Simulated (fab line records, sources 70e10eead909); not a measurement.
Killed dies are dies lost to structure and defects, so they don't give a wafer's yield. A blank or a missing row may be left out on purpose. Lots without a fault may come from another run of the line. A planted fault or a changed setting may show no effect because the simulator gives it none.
Which tool did it? | flow nand_harc | 21 lots, 63 wafers sampled, at 6 steps of a route of 1302

WHAT THE GAUGES READ, wafer by wafer
The record holds no reading of a measuring or inspecting step that can be judged against a usual standard deviation.

WHICH TOOL RAN EACH LOT (tool, then ch and the chambers of the sampled wafers, then the start)
lot  | NHARC_A_CONTACT_ETCH_49                       | NHARC_A_CONTACT_ETCH_111             | NHARC_A_CONTACT_ETCH_114             | NHARC_A_CONTACT_ETCH_116             | NHARC_A_CONTACT_ETCH_91            | NHARC_A_CONTACT_ETCH_97
L076 | rie_diel-08 ch 0,2,3, day 22 00:47 or earlier | har_cap_etch-03 ch 0,1, day 22 00:47 | har_cap_etch-03 ch 0,1, day 22 01:19 | har_cap_etch-03 ch 0,1, day 22 01:40 | rie_diel-08 ch 1,3, day 22 13:12   | rie_diel-08 ch 1,3, no start
L075 | rie_diel-05 ch 1,2,3, day 22 01:11 or earlier | har_cap_etch-02 ch 0,1, day 22 01:11 | har_cap_etch-02 ch 0,1, day 22 01:44 | har_cap_etch-02 ch 0,1, day 22 02:04 | rie_diel-01 ch 0,3, day 22 14:01   | rie_diel-01 ch 0,1,2, no start
L078 | rie_diel-05 ch 0,1,3, day 22 09:54 or earlier | har_cap_etch-03 ch 1, day 22 09:54   | har_cap_etch-03 ch 1, day 22 10:26   | har_cap_etch-03 ch 1, day 22 10:47   | rie_diel-05 ch 0,2, day 22 22:22   | rie_diel-05 ch 1,2, no start
L077 | rie_diel-08 ch 0,2,3, day 22 17:05 or earlier | har_cap_etch-03 ch 0,1, day 22 17:05 | har_cap_etch-03 ch 0,1, day 22 17:38 | har_cap_etch-03 ch 0,1, day 22 17:58 | rie_diel-05 ch 1,3, day 23 07:56   | rie_diel-05 ch 0,1,2, no start
L079 | rie_diel-05 ch 0,3, day 22 17:13 or earlier   | har_cap_etch-01 ch 0,1, day 22 17:13 | har_cap_etch-01 ch 0,1, day 22 17:56 | har_cap_etch-01 ch 0,1, day 22 18:23 | rie_diel-08 ch 0,1,3, day 23 08:39 | rie_diel-08 ch 0,1,2, no start
L081 | rie_diel-01 ch 0,1,2, day 23 10:29 or earlier | har_cap_etch-01 ch 0,1, day 23 10:29 | har_cap_etch-01 ch 0,1, day 23 11:01 | har_cap_etch-01 ch 0,1, day 23 11:22 | rie_diel-05 ch 0,1,3, day 23 23:29 | rie_diel-05 ch 1,2, no start
L080 | rie_diel-08 ch 0,1,3, day 23 14:37 or earlier | har_cap_etch-03 ch 0,1, day 23 14:37 | har_cap_etch-03 ch 0,1, day 23 15:10 | har_cap_etch-03 ch 0,1, day 23 15:30 | rie_diel-05 ch 0,2, day 24 04:44   | rie_diel-05 ch 0,3, no start
L083 | rie_diel-05 ch 1,2,3, day 24 15:02 or earlier | har_cap_etch-01 ch 0,1, day 24 15:02 | har_cap_etch-01 ch 0,1, day 24 15:34 | har_cap_etch-01 ch 0,1, day 24 15:54 | rie_diel-05 ch 0,1,2, day 25 03:46 | rie_diel-05 ch 1,2,3, no start
L082 | rie_diel-08 ch 1,2,3, day 24 19:50 or earlier | har_cap_etch-03 ch 0,1, day 24 19:50 | har_cap_etch-03 ch 0,1, day 24 20:22 | har_cap_etch-03 ch 0,1, day 24 20:43 | rie_diel-01 ch 0,1, day 25 08:27   | rie_diel-01 ch 0,1,2, no start
L085 | rie_diel-08 ch 1,2, day 25 12:14 or earlier   | har_cap_etch-02 ch 0,1, day 25 12:14 | har_cap_etch-02 ch 0,1, day 25 12:46 | har_cap_etch-02 ch 0,1, day 25 13:06 | rie_diel-05 ch 0,2,3, day 26 01:28 | rie_diel-05 ch 0,1, no start
L084 | rie_diel-08 ch 1,2,3, day 25 13:22 or earlier | har_cap_etch-01 ch 0,1, day 25 13:22 | har_cap_etch-01 ch 0,1, day 25 13:55 | har_cap_etch-01 ch 0,1, day 25 14:15 | rie_diel-05 ch 0,1, day 26 01:46   | rie_diel-05 ch 0,2,3, no start
L087 | rie_diel-08 ch 0,3, day 26 12:25 or earlier   | har_cap_etch-01 ch 0,1, day 26 12:25 | har_cap_etch-01 ch 0,1, day 26 12:57 | har_cap_etch-01 ch 0,1, day 26 13:18 | rie_diel-05 ch 1,2,3, day 27 07:35 | rie_diel-05 ch 0,3, no start
L086 | rie_diel-05 ch 0,2,3, day 26 14:35 or earlier | har_cap_etch-02 ch 0,1, day 26 14:35 | har_cap_etch-02 ch 0,1, day 26 15:07 | har_cap_etch-02 ch 0,1, day 26 15:28 | rie_diel-01 ch 0,1,2, day 27 08:40 | rie_diel-01 ch 0,1, no start
L088 | rie_diel-05 ch 0,1, day 27 10:47 or earlier   | har_cap_etch-02 ch 0,1, day 27 10:47 | har_cap_etch-02 ch 0,1, day 27 11:19 | har_cap_etch-02 ch 0,1, day 27 11:40 | rie_diel-05 ch 0,1, day 28 01:39   | rie_diel-05 ch 1,2, day 28 01:47
L090 | rie_diel-05 ch 0,1,2, day 27 18:40 or earlier | har_cap_etch-01 ch 0,1, day 27 18:40 | har_cap_etch-01 ch 0,1, day 27 19:12 | har_cap_etch-01 ch 0,1, day 27 19:32 | rie_diel-05 ch 0,2, day 28 07:28   | rie_diel-05 ch 0,1, day 28 07:37
L089 | rie_diel-08 ch 1,2, day 27 19:02 or earlier   | har_cap_etch-03 ch 0,1, day 27 19:02 | har_cap_etch-03 ch 0,1, day 27 19:46 | har_cap_etch-03 ch 0,1, day 27 20:06 | rie_diel-08 ch 0,1,2, day 28 09:26 | rie_diel-08 ch 1,2, no start
L092 | rie_diel-05 ch 0,1,3, day 28 15:53 or earlier | har_cap_etch-02 ch 0,1, day 28 15:53 | har_cap_etch-02 ch 0,1, day 28 16:36 | har_cap_etch-02 ch 0,1, day 28 17:03 | rie_diel-05 ch 0,1,3, day 29 04:59 | rie_diel-05 ch 0,2,3, no start
L093 | rie_diel-05 ch 0,1,2, day 29 17:14 or earlier | har_cap_etch-02 ch 0,1, day 29 17:14 | har_cap_etch-02 ch 0,1, day 29 17:46 | har_cap_etch-02 ch 0,1, day 29 18:07 | rie_diel-05 ch 0,1, day 30 06:52   | rie_diel-05 ch 0,1,2, no start
L095 | rie_diel-01 ch 0,2, day 29 17:28 or earlier   | har_cap_etch-01 ch 0,1, day 29 17:28 | har_cap_etch-01 ch 0,1, day 29 18:01 | har_cap_etch-01 ch 0,1, day 29 18:22 | rie_diel-05 ch 1,2,3, day 30 07:14 | rie_diel-05 ch 0,3, no start
L094 | rie_diel-05 ch 1,2,3, day 29 20:25 or earlier | har_cap_etch-03 ch 1, day 29 20:25   | har_cap_etch-03 ch 1, day 29 20:58   | har_cap_etch-03 ch 1, day 29 21:19   | rie_diel-08 ch 1,2,3, day 30 12:22 | rie_diel-08 ch 0,1,2, no start
L096 | rie_diel-05 ch 0,1,2, day 30 12:28 or earlier | har_cap_etch-03 ch 0,1, day 30 12:28 | har_cap_etch-03 ch 0,1, day 30 13:01 | har_cap_etch-03 ch 0,1, day 30 13:22 | rie_diel-05 ch 0,1,2, day 31 01:07 | rie_diel-05 ch 0,1,3, no start
- NHARC_A_CONTACT_ETCH_49: etches the open film in N2/H2, target depth 260 nm, time 475.3 s.
- NHARC_A_CONTACT_ETCH_111: etches the open film in C4F8/O2/Ar, time 140 s, target depth 700 nm.
- NHARC_A_CONTACT_ETCH_114: etches the open film in C4F8/O2/Ar, time 190 s, target depth 1850 nm.
- NHARC_A_CONTACT_ETCH_116: etches the open film in C4F8/O2/Ar, time 190 s, target depth 1850 nm.
- NHARC_A_CONTACT_ETCH_91: etches the open film in CH3F/O2, target depth 40 nm, time 85.7 s.
- NHARC_A_CONTACT_ETCH_97: etches the open film in C4F6/O2, target depth 20 nm, time 10 s.

WHAT THE TOOLS THEMSELVES READ (means of the sampled wafers that have a number; where no wafer has one, the mark that the record gives instead)
NHARC_A_CONTACT_ETCH_49. Usual: bias_w 150.0 W, standard deviation 0.42; drypump_motor_current_A 5.67 A, standard deviation 0.19; oes_product_au 1.001 a.u., standard deviation 0.009; rf_vpp_V 430 V, standard deviation 3.2; showerhead_plenum_p_Torr 2.03 Torr, standard deviation 0.12; throttle_valve_pct 14.171 %, standard deviation 0.0085.
lot  | tool        | bias_w (W) | drypump_motor_current_A (A) | oes_product_au (a.u.) | rf_vpp_V (V) | showerhead_plenum_p_Torr (Torr) | throttle_valve_pct (%) | flag
L076 | rie_diel-08 | 150.1      | 5.85                        | 1.002                 | 428          | 1.93                            | 14.169                 |
L075 | rie_diel-05 | 149.8      | 5.62                        | 0.996                 | 429          | 1.97                            | 14.165                 |
L078 | rie_diel-05 | 149.9      | 5.54                        | 0.991                 | 430          | 2.02                            | 14.170                 |
L077 | rie_diel-08 | 150.1      | 5.85                        | 0.996                 | 428          | 1.93                            | 14.171                 |
L079 | rie_diel-05 | 150.2      | 5.62                        | 0.993                 | 429          | 1.96                            | 14.171                 |
L081 | rie_diel-01 | 150.0      | 5.88                        | 1.006                 | 428          | 1.96                            | 14.166                 |
L080 | rie_diel-08 | 149.8      | 5.72                        | 0.999                 | 430          | 2.01                            | 14.173                 |
L083 | rie_diel-05 | 149.9      | 5.59                        | 1.009                 | 429          | 1.97                            | 14.171                 |
L082 | rie_diel-08 | 149.9      | 5.76                        | 0.999                 | 430          | 2.02                            | 14.168                 |
L085 | rie_diel-08 | 149.8      | 5.74                        | 1.005                 | 429          | 2.00                            | 14.178                 |
L084 | rie_diel-08 | 149.7      | 5.75                        | 1.002                 | 431          | 2.02                            | 14.172                 |
L087 | rie_diel-08 | 150.1      | 5.86                        | 0.998                 | 431          | 2.05                            | 14.168                 |
L086 | rie_diel-05 | 150.2      | 5.63                        | 1.012                 | 431          | 2.05                            | 14.179                 |
L088 | rie_diel-05 | 150.0      | 5.47                        | 0.998                 | 432          | 2.08                            | 14.179                 |
L090 | rie_diel-05 | 150.4      | 5.53                        | 1.005                 | 432          | 2.12                            | 14.172                 |
L089 | rie_diel-08 | 150.1      | 5.74                        | 0.996                 | 429          | 1.99                            | 14.171                 |
L092 | rie_diel-05 | 149.7      | 5.53                        | 1.003                 | 430          | 2.01                            | 14.174                 |
L093 | rie_diel-05 | 150.4      | 5.56                        | 0.999                 | 432          | 2.11                            | 14.174                 |
L095 | rie_diel-01 | 149.8      | 5.92                        | 0.993                 | 427          | 1.93                            | 14.170                 |
L094 | rie_diel-05 | 150.6      | 5.61                        | 1.003                 | 431          | 2.07                            | 14.171                 |
L096 | rie_diel-05 | 150.2      | 5.56                        | 0.999                 | 432          | 2.11                            | 14.173                 |

NHARC_A_CONTACT_ETCH_111. Usual: oes_air_line_au 1.002 a.u., standard deviation 0.02.
lot  | tool            | oes_air_line_au (a.u.) | flag
L076 | har_cap_etch-03 | 1.003                  |
L075 | har_cap_etch-02 | 1.016                  |
L078 | har_cap_etch-03 | 1.033                  |
L077 | har_cap_etch-03 | 0.998                  |
L079 | har_cap_etch-01 | 0.997                  |
L081 | har_cap_etch-01 | 1.006                  |
L080 | har_cap_etch-03 | 1.009                  |
L083 | har_cap_etch-01 | 0.988                  |
L082 | har_cap_etch-03 | 1.008                  |
L085 | har_cap_etch-02 | 0.997                  |
L084 | har_cap_etch-01 | 0.994                  |
L087 | har_cap_etch-01 | 1.030                  |
L086 | har_cap_etch-02 | 1.014                  |
L088 | har_cap_etch-02 | 1.010                  |
L090 | har_cap_etch-01 | 1.020                  |
L089 | har_cap_etch-03 | 0.993                  |
L092 | har_cap_etch-02 | 0.989                  |
L093 | har_cap_etch-02 | 1.024                  |
L095 | har_cap_etch-01 | 0.992                  |
L094 | har_cap_etch-03 | 1.005                  |
L096 | har_cap_etch-03 | 1.018                  |

NHARC_A_CONTACT_ETCH_114. Usual: oes_air_line_au 0.998 a.u., standard deviation 0.021.
lot  | tool            | oes_air_line_au (a.u.) | flag
L076 | har_cap_etch-03 | 1.004                  |
L075 | har_cap_etch-02 | 1.008                  |
L078 | har_cap_etch-03 | 1.005                  |
L077 | har_cap_etch-03 | 0.998                  |
L079 | har_cap_etch-01 | 1.002                  |
L081 | har_cap_etch-01 | 1.021                  |
L080 | har_cap_etch-03 | 1.018                  |
L083 | har_cap_etch-01 | 0.965                  |
L082 | har_cap_etch-03 | 1.002                  |
L085 | har_cap_etch-02 | 0.981                  |
L084 | har_cap_etch-01 | 1.004                  |
L087 | har_cap_etch-01 | 0.998                  |
L086 | har_cap_etch-02 | 1.017                  |
L088 | har_cap_etch-02 | 0.993                  |
L090 | har_cap_etch-01 | 1.002                  |
L089 | har_cap_etch-03 | 1.011                  |
L092 | har_cap_etch-02 | 0.979                  |
L093 | har_cap_etch-02 | 0.968                  |
L095 | har_cap_etch-01 | 1.022                  |
L094 | har_cap_etch-03 | 1.007                  |
L096 | har_cap_etch-03 | 1.001                  |

NHARC_A_CONTACT_ETCH_116. Usual: oes_air_line_au 1.000 a.u., standard deviation 0.022.
lot  | tool            | oes_air_line_au (a.u.) | flag
L076 | har_cap_etch-03 | 1.026                  |
L075 | har_cap_etch-02 | 1.015                  |
L078 | har_cap_etch-03 | 0.990                  |
L077 | har_cap_etch-03 | 0.995                  |
L079 | har_cap_etch-01 | 1.011                  |
L081 | har_cap_etch-01 | 1.015                  |
L080 | har_cap_etch-03 | 0.992                  |
L083 | har_cap_etch-01 | 0.996                  |
L082 | har_cap_etch-03 | 0.990                  |
L085 | har_cap_etch-02 | 1.017                  |
L084 | har_cap_etch-01 | 0.999                  |
L087 | har_cap_etch-01 | 1.004                  |
L086 | har_cap_etch-02 | 1.010                  |
L088 | har_cap_etch-02 | 1.007                  |
L090 | har_cap_etch-01 | 0.979                  |
L089 | har_cap_etch-03 | 0.993                  |
L092 | har_cap_etch-02 | 1.019                  |
L093 | har_cap_etch-02 | 1.027                  |
L095 | har_cap_etch-01 | 0.994                  |
L094 | har_cap_etch-03 | 1.019                  |
L096 | har_cap_etch-03 | 1.018                  |

NHARC_A_CONTACT_ETCH_91. Usual: bias_w 99.98 W, standard deviation 0.27; drypump_motor_current_A 5.66 A, standard deviation 0.18; o2_flow_sccm 30.01 sccm, standard deviation 0.095; oes_product_au 0.942 a.u., standard deviation 0.029; rf_vpp_V 244.1 V, standard deviation 1.9; showerhead_plenum_p_Torr 2.43 Torr, standard deviation 0.13; throttle_valve_pct 20.663 %, standard deviation 0.0091.
lot  | tool        | bias_w (W) | drypump_motor_current_A (A) | o2_flow_sccm (sccm) | oes_product_au (a.u.) | rf_vpp_V (V) | showerhead_plenum_p_Torr (Torr) | throttle_valve_pct (%) | flag
L076 | rie_diel-08 | 100.15     | 5.78                        | 29.93               | 0.920                 | 243.9        | 2.46                            | 20.658                 |
L075 | rie_diel-01 | 99.97      | 5.55                        | 29.96               | 0.921                 | 243.7        | 2.38                            | 20.664                 |
L078 | rie_diel-05 | 100.20     | 5.64                        | 30.02               | 0.931                 | 243.5        | 2.33                            | 20.662                 |
L077 | rie_diel-05 | 99.87      | 5.60                        | 30.02               | 0.932                 | 243.4        | 2.39                            | 20.665                 |
L079 | rie_diel-08 | 99.94      | 5.73                        | 30.04               | 0.927                 | 244.7        | 2.42                            | 20.655                 |
L081 | rie_diel-05 | 100.02     | 5.53                        | 30.01               | 0.915                 | 243.9        | 2.44                            | 20.663                 |
L080 | rie_diel-05 | 99.91      | 5.63                        | 29.97               | 0.930                 | 244.2        | 2.33                            | 20.660                 |
L083 | rie_diel-05 | 100.12     | 5.54                        | 30.00               | 0.921                 | 244.0        | 2.42                            | 20.657                 |
L082 | rie_diel-01 | 99.63      | 5.67                        | 30.13               | 0.932                 | 243.6        | 2.38                            | 20.668                 |
L085 | rie_diel-05 | 100.03     | 5.63                        | 30.05               | 0.959                 | 244.2        | 2.48                            | 20.665                 |
L084 | rie_diel-05 | 99.66      | 5.46                        | 29.91               | 1.002                 | 245.0        | 2.47                            | 20.662                 |
L087 | rie_diel-05 | 100.05     | 5.60                        | 29.93               | 0.935                 | 245.2        | 2.50                            | 20.658                 |
L086 | rie_diel-01 | 100.06     | 5.89                        | 30.06               | 1.000                 | 242.9        | 2.36                            | 20.658                 |
L088 | rie_diel-05 | 100.31     | 5.46                        | 30.03               | 0.928                 | 244.7        | 2.47                            | 20.662                 |
L090 | rie_diel-05 | 100.24     | 5.59                        | 30.04               | 0.931                 | 245.5        | 2.51                            | 20.661                 |
L089 | rie_diel-08 | 99.97      | 5.69                        | 30.05               | 0.926                 | 245.0        | 2.52                            | 20.670                 |
L092 | rie_diel-05 | 99.86      | 5.53                        | 30.03               | 0.936                 | 243.7        | 2.43                            | 20.662                 |
L093 | rie_diel-05 | 99.83      | 5.44                        | 30.12               | 0.946                 | 245.1        | 2.50                            | 20.666                 |
L095 | rie_diel-05 | 100.17     | 5.62                        | 30.15               | 0.999                 | 245.0        | 2.50                            | 20.659                 |
L094 | rie_diel-08 | 100.05     | 5.76                        | 30.03               | 0.933                 | 243.1        | 2.42                            | 20.660                 |
L096 | rie_diel-05 | 99.93      | 5.55                        | 29.93               | 0.930                 | 245.2        | 2.54                            | 20.665                 |

NHARC_A_CONTACT_ETCH_97. Usual: bias_w 499.9 W, standard deviation 1.7; c4f6_flow_sccm 25.00 sccm, standard deviation 0.074; drypump_motor_current_A 5.65 A, standard deviation 0.19; o2_flow_sccm 20.00 sccm, standard deviation 0.056; oes_product_au 0.959 a.u., standard deviation 0.024; rf_vpp_V 546 V, standard deviation 3.9; showerhead_plenum_p_Torr 3.90 Torr, standard deviation 0.19; throttle_valve_pct 26.903 %, standard deviation 0.0088.
lot  | tool        | bias_w (W) | c4f6_flow_sccm (sccm) | drypump_motor_current_A (A) | o2_flow_sccm (sccm) | oes_product_au (a.u.) | rf_vpp_V (V) | showerhead_plenum_p_Torr (Torr) | throttle_valve_pct (%) | flag
L076 | rie_diel-08 | 500.0      | 24.98                 | 5.66                        | 19.96               | 0.953                 | 549          | 4.04                            | 26.904                 |
L075 | rie_diel-01 | 499.1      | 24.96                 | 5.87                        | 20.00               | 0.956                 | 544          | 3.80                            | 26.908                 |
L078 | rie_diel-05 | 500.0      | 25.04                 | 5.54                        | 19.99               | 0.931                 | 547          | 3.91                            | 26.903                 |
L077 | rie_diel-05 | 499.2      | 25.09                 | 5.55                        | 20.00               | 0.942                 | 545          | 3.86                            | 26.909                 |
L079 | rie_diel-08 | 498.4      | 25.02                 | 5.70                        | 19.94               | 0.950                 | 545          | 3.84                            | 26.897                 |
L081 | rie_diel-05 | 500.4      | 24.97                 | 5.62                        | 19.97               | 0.935                 | 543          | 3.77                            | 26.897                 |
L080 | rie_diel-05 | 499.3      | 25.00                 | 5.56                        | 20.04               | 0.946                 | 546          | 3.84                            | 26.903                 |
L083 | rie_diel-05 | 500.5      | 25.01                 | 5.60                        | 19.98               | 0.948                 | 544          | 3.80                            | 26.915                 |
L082 | rie_diel-01 | 500.3      | 25.07                 | 5.90                        | 19.98               | 0.953                 | 543          | 3.78                            | 26.903                 |
L085 | rie_diel-05 | 500.8      | 24.94                 | 5.49                        | 19.97               | 0.966                 | 548          | 3.95                            | 26.904                 |
L084 | rie_diel-05 | 500.7      | 25.01                 | 5.61                        | 20.05               | 1.002                 | 548          | 3.95                            | 26.896                 |
L087 | rie_diel-05 | 498.2      | 24.99                 | 5.53                        | 19.99               | 0.944                 | 545          | 3.84                            | 26.898                 |
L086 | rie_diel-01 | 499.9      | 25.00                 | 5.68                        | 19.99               | 1.005                 | 545          | 3.80                            | 26.910                 |
L088 | rie_diel-05 | 499.7      | 25.09                 | 5.53                        | 20.04               | 0.959                 | 550          | 4.10                            | 26.900                 |
L090 | rie_diel-05 | 502.1      | 25.03                 | 5.48                        | 20.00               | 0.939                 | 548          | 3.99                            | 26.903                 |
L089 | rie_diel-08 | 498.6      | 24.95                 | 5.73                        | 19.97               | 0.945                 | 545          | 3.84                            | 26.901                 |
L092 | rie_diel-05 | 501.9      | 24.97                 | 5.63                        | 20.00               | 0.964                 | 546          | 3.94                            | 26.906                 |
L093 | rie_diel-05 | 499.6      | 24.98                 | 5.55                        | 19.99               | 0.949                 | 549          | 4.04                            | 26.905                 |
L095 | rie_diel-05 | 499.2      | 24.99                 | 5.56                        | 20.03               | 1.006                 | 545          | 3.83                            | 26.900                 |
L094 | rie_diel-08 | 499.7      | 25.04                 | 5.70                        | 20.01               | 0.957                 | 549          | 4.00                            | 26.908                 |
L096 | rie_diel-05 | 498.2      | 24.97                 | 5.53                        | 19.97               | 0.951                 | 547          | 3.87                            | 26.907                 |

THE ANSWER, worked out from the rows above alone
Rule: a lot is off if the mean of its wafers that have a number lies more than 3 standard deviations from the usual mean. A lot without any number at a reading at which 4 lots or more have one is off too. The other lots that the step has rows for count as sound. The gauges are gone through in route order, then the tools' own readings, and for those a lot's mean is taken as printed above. The first step at which some lot is off is used, and at that step the reading that is off furthest; a lot without a number counts as furthest.
No lot is off at any reading shown: from this, nothing can be told.

WHAT THE SIMULATOR HAD PUT IN
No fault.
